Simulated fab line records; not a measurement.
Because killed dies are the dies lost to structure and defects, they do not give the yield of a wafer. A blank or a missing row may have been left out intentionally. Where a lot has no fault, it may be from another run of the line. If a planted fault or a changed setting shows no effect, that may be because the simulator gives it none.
fab line records	flow nand_harc
[record] lots = 6	wafers = 18	last_day = 33
route steps=1302 shown P_GATE@113 END@1302
lots that met no fault: from a run of the same line without faults
start_h: hours from the record's opening day to when the first of the lot's shown wafers began	wait_h: hours elapsed since this lot's preceding step	" as in the row above	L1.1+2: a row that stands for several wafers	- either no value or no given start	* or withheld: withheld	< > ~ a bound
route shown NAME@n: names a module that has steps shown in the file, with the first one's number in the route	usual: the fault-free wafers' mean and standard deviation	same: alike in all rows	chamber/n: place in a boat	sites: each site's reading	_std_site: how widely they spread, as a standard deviation	_edge_site: the outer-site mean with the inner-site mean subtracted	radius_mm: for every site, how far away it sits from the centre of the wafer	mask NAME#n: copy n	behind: the tool/chamber that last shaped the wafer	hold: the reason the lot was held/the length of the hold in hours/how it ended	device: the n, p or np transistor that did not switch	end of line: the route-end tests of the same wafers	where a step has no rows: the recipe by itself	killed: dies that structure and defects cost at the first sort, which is not the same as the wafer's yield	map: per-die view of a wafer (x killed, . not killed, _ where there is no die)
set.NAME: setting as actually run; set.NAME@STEP: the setting as run at that earlier step	model.NAME: the simulator's own value behind a step, which no gauge read
a table for each step, a row for each wafer; lots at some steps of the route
services: when a tool's chamber went out of use (start_h, in hours from the record's first day, below 0 if earlier), for how many hours, and the reason
[[steps]]
[step NHARC_P_GATE_OXIDE_02]
[recipe] target_thk_a = 375	temp_c = 950	p_h2o_torr = 720	ox_time_s = 365	material = SiO2
[step NHARC_P_GATE_DEHYDRATE_03]
[recipe] temp_c = 150	time_s = 120
[step NHARC_P_GATE_HMDS_04]
[recipe] time_s = 30
[step NHARC_P_GATE_COAT_05]
[recipe] spin_rpm = 4690
[step NHARC_P_GATE_SOFTBAKE_06]
[recipe] temp_c = 122	time_s = 95
[step NHARC_P_GATE_EBR_07]
[step NHARC_P_GATE_EXPOSE_08]
[recipe] na = 0.6	dose_mj = 16.75	mask_id = P_HV
[step NHARC_P_GATE_PEB_09]
[recipe] peb_temp_c = 118	peb_time_s = 85
[step NHARC_P_GATE_DEVELOP_10]
[recipe] time_s = 70
[step NHARC_P_GATE_CD_MEAS_11]
[recipe] target_cd_nm = 1640	landing_energy_ev = 500
[usual] cd_nm = 1640.1/2
lot.wafer	tool	chamber	start_h	wait_h	cd_nm
L320.1	cd_sem-03	0	87.00	-	1640.5
L320.2	"	0	"	"	1642.7
L320.6	"	0	"	"	1643.8
L322.3	cd_sem-02	0	100.77	-	1640.4
L322.4	"	0	"	"	1637.8
L322.6	"	0	"	"	1641.2
L329.1	cd_sem-02	0	170.34	-	1640.8
L329.2	"	0	"	"	1638.2
L329.5	"	0	"	"	1643.0
L330.1	cd_sem-03	0	177.91	-	1637.2
L330.4	"	0	"	"	1641.0
L330.6	"	0	"	"	1640.2
L335.1	cd_sem-02	0	230.08	-	1640.9
L335.2	"	0	"	"	1640.8
L335.3	"	0	"	"	1638.2
L343.1	cd_sem-03	0	309.22	-	1643.3
L343.2	"	0	"	"	1642.4
L343.6	"	0	"	"	1645.2
[step NHARC_P_GATE_HARDBAKE_12]
[recipe] temp_c = 125	time_s = 80
[step NHARC_P_GATE_DESCUM_13]
[recipe] time_s = 3	o2_flow_sccm = 200	ar_flow_sccm = 0	bias_power_w = 0	chemistry = O2
[usual] drypump_motor_current_A = 6.0/0.38	o2_flow_sccm = 200.0/0.56	oes_product_au = 1.001/0.012	rf_vpp_V = 57.9/0.94	showerhead_plenum_p_Torr = 1.92/0.081	throttle_valve_pct = 11.312/0.0097
lot.wafer	tool	chamber	start_h	wait_h	drypump_motor_current_A	o2_flow_sccm	oes_product_au	rf_hours_counter_h	rf_vpp_V	showerhead_plenum_p_Torr	throttle_valve_pct
L320.2	rie_diel-08	0	87.16	-	6.1	199.7	1.005	1	57.8	2.02	11.308
L320.1	"	1	"	"	5.7	201.2	1.014	2	57.0	1.85	11.333
L320.6	"	1	"	"	5.7	201.4	1.007	-	56.9	1.85	11.306
L322.3	rie_diel-06	1	100.92	-	5.5	199.5	0.981	6	55.3	1.80	11.320
L322.4	"	3	"	"	6.6	200.2	0.980	9	57.0	1.93	11.305
L322.6	"	1	"	"	5.5	199.3	0.985	-	56.6	1.80	11.326
L329.1	rie_diel-06	0	170.50	-	6.4	199.3	0.980	4	58.1	1.81	11.317
L329.2	"	1	"	"	5.5	200.6	0.974	3	57.5	1.80	11.331
L329.5	"	0	"	"	6.4	200.0	0.983	-	56.7	1.81	11.308
L330.1	rie_diel-13	2	178.07	-	5.9	200.5	1.014	0	58.3	1.86	11.314
L330.4	"	1	"	"	6.0	199.2	1.021	0	58.8	2.04	11.287
L330.6	"	3	"	"	5.7	199.7	0.977	-	58.1	1.90	11.314
L335.3	rie_diel-08	2	230.24	-	5.2	199.7	0.994	3	57.3	1.92	11.307
L335.1	"	3	"	"	5.6	200.1	1.004	2	56.7	1.81	11.307
L335.2	"	0	"	"	6.1	199.7	1.003	2	59.4	2.02	11.318
L343.1	rie_diel-13	0	309.38	-	6.5	201.2	1.006	9	57.6	2.00	11.333
L343.2	"	3	"	"	5.7	200.1	0.988	7	56.9	1.90	11.293
L343.6	"	0	"	"	6.5	199.2	1.002	-	59.6	2.00	11.324
[step NHARC_P_GATE_ETCH_14]
[recipe] target_depth_a = 488	chemistry = dHF	material = SiO2
lot.wafer	tool	chamber	start_h	wait_h
L320.6+1+2	wet_bench-06	4,7,1	87.31	0.1
L322.3+6+4	wet_bench-05	6,7,2	101.06	0.1
L329.5+1+2	wet_bench-06	7,2,4	170.63	0.1
L330.1+6+4	wet_bench-06	3,5,6	178.21	0.1
L335.3+2+1	wet_bench-05	0,3,5	230.38	0.1
L343.1+6+2	wet_bench-05	5,7,0	309.52	0.1
[step NHARC_P_GATE_STRIP_15]
[recipe] time_s = 780	temp_c = 130	chemistry = SPM
[step NHARC_P_GATE_PRECLEAN_71]
[recipe] time_s = *	temp_c = 50	bath_age_min = 0	chemistry = SC1
[step NHARC_P_GATE_SRD_72]
[step NHARC_P_GATE_OXIDE_16]
[recipe] target_thk_a = 30	temp_c = 875	ox_time_s = 392	material = SiO2
[step NHARC_P_GATE_CVD_17]
[recipe] target_thk_a = 1500	temp_c = 620	time_s = 900	material = poly-Si
[step NHARC_P_GATE_HM_DEP_102]
[recipe] target_thk_a = 1200	temp_c = 400	material = aC
[usual] throttle_valve_pct = 35.001/0.0099
lot.wafer	tool	chamber	start_h	wait_h	throttle_valve_pct
L320.1	acl_dep-02	0	101.28	0.8	35.013
L320.2	"	0	"	"	34.997
L320.6	"	0	"	"	34.992
L322.3	acl_dep-03	0	115.06	1.9	34.992
L322.4	"	0	"	"	35.006
L322.6	"	0	"	"	35.012
L329.1	acl_dep-02	0	184.75	0.8	34.987
L329.2	"	0	"	"	34.991
L329.5	"	0	"	"	34.999
L330.1	acl_dep-03	0	193.89	3.4	34.990
L330.4	"	0	"	"	34.997
L330.6	"	0	"	"	35.004
L335.1	acl_dep-03	0	247.09	1.5	35.017
L335.2	"	0	"	"	34.996
L335.3	"	0	"	"	34.990
L343.1	acl_dep-03	0	322.15	0.8	34.999
L343.2	"	0	"	"	35.000
L343.6	"	0	"	"	35.000
[step NHARC_P_GATE_DEP_103]
[recipe] target_thk_a = 300	target_thk_nm = 30	temp_c = 400	flow_sccm = 200	rf_w = 350	material = SiON
[step NHARC_P_GATE_DEHYDRATE_18]
[recipe] temp_c = 150	time_s = 120
[step NHARC_P_GATE_HMDS_19]
[recipe] time_s = 30
[step NHARC_P_GATE_COAT_20]
[recipe] spin_rpm = 1500	resist_thk_nm = 90
[step NHARC_P_GATE_SOFTBAKE_21]
[recipe] temp_c = 105	time_s = 55
[step NHARC_P_GATE_EBR_22]
[step NHARC_P_GATE_EXPOSE_23]
[recipe] na = 1.35	target_cd_nm = 120	dose_mj = 93.91	mask_id = P_GATE
[step NHARC_P_GATE_PEB_24]
[recipe] peb_temp_c = 100	peb_time_s = 65
[step NHARC_P_GATE_DEVELOP_25]
[recipe] develop_time_s = 35	dev_temp_c = 23
[step NHARC_P_GATE_CD_MEAS_26]
[recipe] target_cd_nm = 120	landing_energy_ev = 500
[usual] cd_nm = 120.0/0.94
lot.wafer	tool	chamber	start_h	wait_h	cd_nm
L320.1	cd_sem-02	0	102.63	-	119.7
L320.2	"	0	"	"	121.3
L320.6	"	0	"	"	119.6
L322.3	cd_sem-03	0	116.20	-	120.6
L322.4	"	0	"	"	120.5
L322.6	"	0	"	"	120.9
L329.1	cd_sem-01	0	186.08	-	120.6
L329.2	"	0	"	"	122.7
L329.5	"	0	"	"	121.3
L330.1	cd_sem-01	0	195.11	-	119.9
L330.4	"	0	"	"	120.3
L330.6	"	0	"	"	119.8
L335.1	cd_sem-02	0	248.43	-	120.0
L335.2	"	0	"	"	120.5
L335.3	"	0	"	"	120.8
L343.1	cd_sem-03	0	323.51	-	119.4
L343.2	"	0	"	"	120.6
L343.6	"	0	"	"	118.8
[step NHARC_P_GATE_OVL_MEAS_27]
[usual] overlay_x_nm = 0.0/0.84	overlay_y_nm = 0.0/0.85
lot.wafer	tool	chamber	start_h	wait_h	overlay_x_nm	overlay_y_nm
L320.1	overlay-01	-	102.71	-	1.1	1.4
L320.2	"	-	"	"	1.5	0.7
L320.6	"	-	"	"	1.0	1.2
L322.3	overlay-02	-	116.28	-	-0.9	-0.1
L322.4	"	-	"	"	-1.3	0.2
L322.6	"	-	"	"	-1.4	0.8
L329.1	overlay-02	-	186.17	-	1.3	-0.4
L329.2	"	-	"	"	0.6	-0.3
L329.5	"	-	"	"	0.6	0.2
L330.1	overlay-01	-	195.20	-	-0.1	-0.6
L330.4	"	-	"	"	-0.3	0.6
L330.6	"	-	"	"	0.4	0.2
L335.1	overlay-01	-	248.52	-	-0.2	-1.3
L335.2	"	-	"	"	-0.1	-0.9
L335.3	"	-	"	"	-0.4	-1.3
L343.1	overlay-02	-	323.59	-	-0.4	-0.9
L343.2	"	-	"	"	-0.1	-1.5
L343.6	"	-	"	"	0.1	-1.5
[step NHARC_P_GATE_INSPECT_28]
[usual] raw_defect_count = 7/3.4
lot.wafer	tool	chamber	start_h	wait_h	raw_defect_count
L320.1	defect_inspect-02	-	102.75	0.0	4
L320.2	"	-	"	"	6
L320.6	"	-	"	"	5
L322.3	defect_inspect-02	-	116.32	0.0	4
L322.4	"	-	"	"	7
L322.6	"	-	"	"	5
L329.1	defect_inspect-02	-	186.21	0.0	886
L329.2	"	-	"	"	894
L329.5	"	-	"	"	916
L330.1	defect_inspect-01	-	195.24	0.0	908
L330.4	"	-	"	"	960
L330.6	"	-	"	"	921
L335.1	defect_inspect-01	-	248.55	0.0	8
L335.2	"	-	"	"	6
L335.3	"	-	"	"	9
L343.1	defect_inspect-02	-	323.63	0.0	6
L343.2	"	-	"	"	5
L343.6	"	-	"	"	3
[step NHARC_P_GATE_DESCUM_31]
[recipe] time_s = 3	o2_flow_sccm = 200	ar_flow_sccm = 0	bias_power_w = 0	chemistry = O2
[step NHARC_P_GATE_ETCH_104]
[recipe] target_depth_a = 600	time_s = withheld	cf4_flow_sccm = 100	chf3_flow_sccm = 30	ar_flow_sccm = 0	rf_w = 500	bias_w = 200	chemistry = CF4/CHF3
[usual] drypump_motor_current_A = 6.0/0.49	oes_product_au = 0.948/0.019	rf_vpp_V = 370.1/2.2	showerhead_plenum_p_Torr = 1.56/0.061	throttle_valve_pct = 16.802/0.01
lot.wafer	tool	chamber	start_h	wait_h	drypump_motor_current_A	oes_product_au	rf_vpp_V	showerhead_plenum_p_Torr	throttle_valve_pct
L320.1	rie_diel-13	1	102.91	0.1	6.0	0.974	374.8	1.67	16.794
L320.2	"	3	"	"	5.7	0.958	371.6	1.57	16.790
L320.6	"	1	"	"	6.0	0.965	373.4	1.67	16.841
L322.4	rie_diel-13	1	116.48	0.1	6.0	0.957	374.2	1.67	16.800
L322.3	"	3	"	"	5.7	0.942	369.3	1.57	16.803
L322.6	"	0	"	"	6.5	0.949	372.8	1.64	16.818
L329.2	rie_diel-06	2	186.35	0.1	6.7	0.925	368.3	1.53	16.797
L329.1	"	0	"	"	6.4	0.903	367.1	1.49	16.797
L329.5	"	2	"	"	6.7	0.920	369.3	1.53	16.799
L330.4	rie_diel-06	3	195.39	0.1	6.6	0.956	371.9	1.58	16.798
L330.1	"	0	"	"	6.4	0.939	367.5	1.49	16.813
L330.6	"	3	"	"	6.7	0.955	370.8	1.58	16.790
L335.1	rie_diel-13	3	248.70	0.1	5.7	0.927	370.6	1.57	16.793
L335.2	"	0	"	"	6.5	0.986	373.8	1.64	16.787
L335.3	"	1	"	"	6.0	0.979	374.6	1.67	16.791
L343.2	rie_diel-08	2	323.78	0.1	5.2	0.945	370.6	1.58	16.816
L343.1	"	3	"	"	5.7	0.950	367.3	1.49	16.818
L343.6	"	0	"	"	6.0	0.950	373.2	1.65	16.796
[step NHARC_P_GATE_HM_OPEN_105]
[recipe] target_depth_a = 3600	o2_flow_sccm = 400	cos_flow_sccm = 20	ar_flow_sccm = 0	rf_w = 500	bias_w = 300	chemistry = O2/COS
[step NHARC_P_GATE_STRIP_106]
[recipe] o2_flow_sccm = 400	cos_flow_sccm = 20	ar_flow_sccm = 0	bias_w = 0	chemistry = O2/COS
[step NHARC_P_GATE_ETCH_114]
[recipe] target_depth_a = 300	overetch_a = 30	time_s = 16.5	ion_energy_ev = 100	cf4_flow_sccm = 80	o2_flow_sccm = 20	ar_flow_sccm = 0	rf_w = 300	bias_w = 100	chemistry = CF4/O2
[usual] drypump_motor_current_A = 6.0/0.49	o2_flow_sccm = 19.99/0.066	oes_product_au = 0.996/0.012	rf_vpp_V = 197.4/1.4	showerhead_plenum_p_Torr = 1.32/0.054	throttle_valve_pct = 13.397/0.0097
lot.wafer	tool	chamber	start_h	wait_h	drypump_motor_current_A	o2_flow_sccm	oes_product_au	rf_hours_counter_h	rf_vpp_V	showerhead_plenum_p_Torr	throttle_valve_pct
L320.1	rie_diel-13	1	-	-	6.0	19.96	1.001	8.2	200.2	1.42	13.401
L320.2	"	3	"	"	5.7	20.04	0.999	9.2	198.3	1.33	13.397
L320.6	"	3	"	"	5.7	20.04	1.002	-	196.5	1.33	13.403
L322.4	rie_diel-13	2	-	-	5.9	19.95	1.014	9.8	198.0	1.30	13.396
L322.3	"	3	"	"	5.7	19.97	0.998	11.0	199.3	1.33	13.395
L322.6	"	1	"	"	6.0	19.96	1.008	-	199.9	1.42	13.398
L329.2	rie_diel-06	0	-	-	6.4	19.96	0.975	4.9	195.5	1.26	13.390
L329.1	"	2	"	"	6.7	19.93	0.999	3.7	197.6	1.30	13.402
L329.5	"	0	"	"	6.4	20.03	0.980	-	195.0	1.26	13.414
L330.1	rie_diel-06	0	-	-	6.4	20.03	0.982	5.0	196.8	1.26	13.408
L330.4	"	1	"	"	5.5	19.96	0.985	4.5	195.8	1.26	13.393
L330.6	"	0	"	"	6.4	19.97	0.996	-	196.9	1.26	13.400
L335.2	rie_diel-13	1	-	-	6.0	20.03	1.006	5.0	199.1	1.42	13.397
L335.1	"	2	"	"	5.9	20.10	0.991	5.1	196.8	1.30	13.410
L335.3	"	3	"	"	5.7	20.07	0.965	3.5	197.7	1.33	13.390
L343.1	rie_diel-08	3	-	-	5.6	20.05	0.994	8.6	196.6	1.26	13.390
L343.2	"	2	"	"	5.2	20.00	0.977	9.4	199.2	1.34	13.403
L343.6	"	3	"	"	5.6	20.11	0.997	-	197.6	1.26	13.395
[step NHARC_P_GATE_ETCH_32]
[recipe] target_depth_a = 1500	over_etch_frac = 1	over_etch_ion_energy_ev = 40	time_s = 100.1	hbr_flow_sccm = 150	cl2_flow_sccm = 50	rf_w = 400	icp_w = 400	bias_w = 100	chemistry = HBr/Cl2
[usual] drypump_motor_current_A = 5.8/0.42	he_backside_leak_sccm = 2.79/0.24	oes_product_au = 1.003/0.013	throttle_valve_pct = 26.406/0.0089
lot.wafer	tool	chamber	start_h	wait_h	drypump_motor_current_A	he_backside_leak_sccm	oes_product_au	rf_hours_counter_h	throttle_valve_pct
L320.1	rie_si-06	3	103.35	-	5.9	2.61	0.985	0.16	26.403
L320.2	"	0	"	"	5.7	2.39	0.982	0.14	26.406
L320.6	"	3	"	"	6.0	2.70	0.980	-	26.414
L322.4	rie_si-01	1	117.19	-	5.4	3.00	1.005	0.36	26.411
L322.3	"	2	"	"	5.6	2.88	0.992	0.51	26.416
L322.6	"	1	"	"	5.4	2.74	1.000	-	26.397
L329.1	rie_si-05	2	186.73	-	6.5	3.17	1.017	0.27	26.401
L329.2	"	1	"	"	6.2	2.34	1.020	0.28	26.416
L329.5	"	2	"	"	6.5	3.13	1.010	-	26.405
L330.1	rie_si-05	0	195.78	-	6.1	2.64	0.992	0.38	26.400
L330.4	"	2	"	"	6.6	3.02	1.021	0.35	26.409
L330.6	"	0	"	"	6.1	2.69	0.990	-	26.421
L335.3	rie_si-01	3	249.09	-	5.3	2.68	1.010	0.29	26.402
L335.2	"	0	"	"	5.6	2.45	1.008	0.24	26.394
L335.1	"	1	"	"	5.4	2.81	0.997	0.22	26.417
L343.1	rie_si-01	1	324.15	-	5.4	3.06	1.011	0.77	26.415
L343.2	"	0	"	"	5.6	2.71	1.026	0.88	26.411
L343.6	"	1	"	"	5.4	2.81	1.015	-	26.408
[step NHARC_P_GATE_STRIP_108]
[recipe] o2_flow_sccm = 500	ar_flow_sccm = 0	bias_w = 0	chemistry = O2
[step NHARC_P_GATE_CD_MEAS_33]
[usual] cd_nm = 119/4.3
lot.wafer	tool	chamber	start_h	wait_h	cd_nm
L320.1	cd_sem-03	-	103.67	-	118
L320.2	"	-	"	"	119
L320.6	"	-	"	"	119
L322.3	cd_sem-01	-	117.53	-	124
L322.4	"	-	"	"	120
L322.6	"	-	"	"	115
L329.1	cd_sem-02	-	187.10	0.1	113
L329.2	"	-	"	"	129
L329.5	"	-	"	"	119
L330.1	cd_sem-02	-	196.10	-	122
L330.4	"	-	"	"	113
L330.6	"	-	"	"	117
L335.1	cd_sem-03	-	249.41	-	114
L335.2	"	-	"	"	118
L335.3	"	-	"	"	116
L343.1	cd_sem-03	-	324.49	-	118
L343.2	"	-	"	"	115
L343.6	"	-	"	"	117
[step NHARC_P_GATE_STRIP_35]
[recipe] time_s = 600	temp_c = 130	chemistry = SPM
[step NHARC_P_GATE_PRECLEAN_73]
[recipe] time_s = *	temp_c = 50	bath_age_min = 0	chemistry = SC1
[step NHARC_P_GATE_SRD_74]
[step NHARC_P_GATE_INSPECT_68]
[usual] raw_defect_count = 190/60
lot.wafer	tool	chamber	start_h	wait_h	raw_defect_count
L320.1	defect_inspect-01	-	121.50	0.2	202
L320.2	"	-	"	"	227
L320.6	"	-	"	"	155
L322.3	defect_inspect-01	-	135.04	0.1	196
L322.4	"	-	"	"	183
L322.6	"	-	"	"	273
L329.1	defect_inspect-02	-	204.58	0.2	1069
L329.2	"	-	"	"	1196
L329.5	"	-	"	"	1263
L330.1	defect_inspect-02	-	213.89	0.2	1327
L330.4	"	-	"	"	1116
L330.6	"	-	"	"	1080
L335.1	defect_inspect-02	-	266.91	0.2	107
L335.2	"	-	"	"	192
L335.3	"	-	"	"	174
L343.1	defect_inspect-01	-	341.77	0.2	285
L343.2	"	-	"	"	187
L343.6	"	-	"	"	244
[step NHARC_END_SORT_01]
[recipe] temp_c = 25
[usual] killed_at_array = 58/22	killed_at_other = 1.0/1.3	killed_at_periphery = 5/3.4	killed_dies = 64/22	killed_open = 3.6/1.8	killed_short = 2.4/1.7
[same] gross_dies = 677
lot.wafer	tool	chamber	start_h	wait_h	killed_at_array	killed_at_other	killed_at_periphery	killed_dies	killed_open	killed_short
L329.1	prober-02	0	646.98	2.5	57	4	98	159	2	0
L329.2	prober-02	0	647.77	2.8	59	3	100	162	3	3
L329.5	prober-02	0	650.15	3.7	61	1	72	134	3	0
L330.1	prober-02	0	657.56	2.5	44	0	52	96	4	1
L330.4	prober-02	0	659.96	3.4	43	0	92	135	0	0
L330.6	prober-02	0	661.56	4.0	44	0	51	95	5	4
// killed by level:class
L329.1 P_GATE:unspecified=95 A_CHANNEL_HOLE_D1:chamber_film_flake=41 A_CHANNEL_HOLE_D2:chamber_film_flake=11 THIN_TSV:chamber_film_flake=4 P_GATE:chamber_film_flake=2 A_CONTACT:chamber_film_flake=2 P_M0:geometric_particle:open=1 A_ONON_D1:geometric_particle:open=1
L329.2 P_GATE:unspecified=96 A_CHANNEL_HOLE_D1:chamber_film_flake=38 A_CHANNEL_HOLE_D2:chamber_film_flake=8 P_GATE:chamber_film_flake=4 A_CONTACT:chamber_film_flake=3 THIN_TSV:chamber_film_flake=3 A_SLIT:chamber_film_flake=2 A_ONON_D1:geometric_particle:open=1
L329.5 P_GATE:unspecified=70 A_CHANNEL_HOLE_D1:chamber_film_flake=38 A_CHANNEL_HOLE_D2:chamber_film_flake=12 A_CONTACT:chamber_film_flake=8 P_M0:geometric_particle:open=1 A_CHANNEL_FILL_D1:geometric_particle:open=1 A_M1:geometric_particle:open=1 P_GATE:chamber_film_flake=1
L330.1 P_GATE:unspecified=50 A_SLIT:chamber_film_flake=30 P_GATE:chamber_film_flake=2 A_CHANNEL_HOLE_D1:chamber_film_flake=2 A_CHANNEL_HOLE_D2:chamber_film_flake=2 A_CONTACT:chamber_film_flake=2 A_CHANNEL_HOLE_D1:geometric_particle:open=1 A_CONTACT:geometric_particle:open=1
L330.4 P_GATE:unspecified=91 A_SLIT:chamber_film_flake=35 A_CHANNEL_HOLE_D1:chamber_film_flake=5 A_CONTACT:chamber_film_flake=2 P_STI:chamber_film_flake=1 A_DECK1_JOINT:chamber_film_flake=1
L330.6 P_GATE:unspecified=45 A_SLIT:chamber_film_flake=31 A_CHANNEL_HOLE_D1:chamber_film_flake=3 A_CONTACT:chamber_film_flake=3 A_CHANNEL_FILL_D1:geometric_particle:short=2 P_GATE:chamber_film_flake=2 P_CONTACT:geometric_particle:open=1 P_M0:geometric_particle:open=1
// map L329.2 (x killed, . not)
____________.____________
_________......._________
_______..........._______
______.............______
_____.x............._____
____...............x.____
____......x..........____
___...................___
___......x.......x....___
__.....................__
__.....................__
_............xx........._
_...........x..........._
_...........x..........._
_...........xxxx........_
_...........x.x........._
...........xxxx......x...
............x.x.x........
.......x...xxxx.x......x.
....xxxx..xxxxx........x.
.x.xxxxx.xxxxxxxx........
_.x.xxxxxxx....x........_
_..xxxxxxxxx.x...x......_
_.xxxxxxxxxxx.x........._
_..xxxxxxxxx.x....x.x..._
_xxxxxxxxxxx...xx....x.._
__.xxxxxxxx............__
__xxxxxxxxxx.......x...__
___xxxxxxxxx..........___
___.xxxxxxxx.x........___
____.xxxxxxx.........____
____.xx.xx...........____
_____x.............._____
______..x..........______
_______..........._______
_________......._________
____________.____________
// map L330.4 (x killed, . not)
____________.____________
_________......._________
_______..........._______
______.............______
_____..............._____
____.................____
____.................____
___...................___
___...................___
__.....................__
__..x...x..............__
_......................._
_.............x........._
_..........xx..xx......._
_..........xxx..x......._
_..........xxxxx........_
..........xxxxxxxx.......
......x...xxxxxxxxx......
........x.xxxxxxxx.......
..........xxxxxxxx.......
.........xxxxxxxxxx......
_.........xxxxxxxx......_
_x.xx.x...xxxxxxxxx....._
_..xxx.....xxxxxx.x....._
_xxxxxx...xxxxxxx......._
_x.xxxx....xxx.........._
__.xxxx.......xx.......__
__xxxx.x...............__
___xx.......x.........___
___x.xx.x....x........___
____......x..........____
____.x...............____
_____..........x...._____
______.............______
_______..........._______
_________......._________
____________.____________
[[services]]
tool	chamber	start_h	hours	kind
rie_diel-08	0	63.33	8.3	repair
rie_diel-08	1	67.77	8.6	repair
rie_diel-13	0	72.60	2.1	repair
rie_diel-13	1	80.47	8.1	repair
wet_bench-05	-	84.80	8.0	pm
rie_si-01	1	85.74	7.0	repair
rie_diel-13	2	95.00	9.2	repair
rie_si-01	1	98.94	12.4	repair
acl_dep-03	-	118.76	13.0	pm
rie_diel-13	-	122.65	2.1	repair
rie_diel-06	-	130.20	9.0	pm
rie_diel-13	2	156.02	1.6	repair
rie_diel-08	2	162.08	6.1	repair
rie_diel-13	-	165.04	9.0	pm
rie_diel-08	3	171.72	10.4	repair
rie_diel-13	3	184.78	24.1	repair
rie_diel-08	3	185.72	15.0	repair
rie_diel-08	-	190.80	9.0	pm
rie_diel-06	0	203.88	3.9	repair
rie_diel-06	-	228.42	2.5	repair
rie_diel-13	1	256.32	3.7	repair
rie_diel-06	3	295.90	8.2	repair
acl_dep-03	-	301.92	13.0	pm
rie_diel-06	-	307.20	9.0	pm
[[key]]
[first_sign] step = NHARC_P_GATE_INSPECT_28	reading = raw_defect_count	direction = up	sigmas = 99+	usual = 7	struck = 914
[effect] step = NHARC_P_GATE_INSPECT_68	reading = raw_defect_count	direction = up	sigmas = 16	usual = 190	struck = 1175
[effect] step = NHARC_END_SORT_01	reading = killed_at_periphery	direction = up	sigmas = 22	usual = 5	struck = 78
[more_kills_born_at] NHARC_P_GATE_ETCH_14@wet_bench-06 = 447
met_at NHARC_P_GATE_ETCH_14
struck_wafers L329.1,L329.2,L329.5,L330.1,L330.4,L330.6
tester_left_out L329,L330
onset_between 87.31 170.63
[fault] kind = chamber_particle_source	tool = wet_bench-06	chamber = -	onset_h = 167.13	steps = NHARC_P_GATE_ETCH_14	rate_per_visit_cm2 = 1.3947	end_h = 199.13
// tester_left_out: of these lots the tester's yield and bins aren't shown, on N5 and GAA mostly nor the transistor test; their killed dies are dies lost to structure and defects alone, not to doping, threshold or leakage, so they don't give the yield
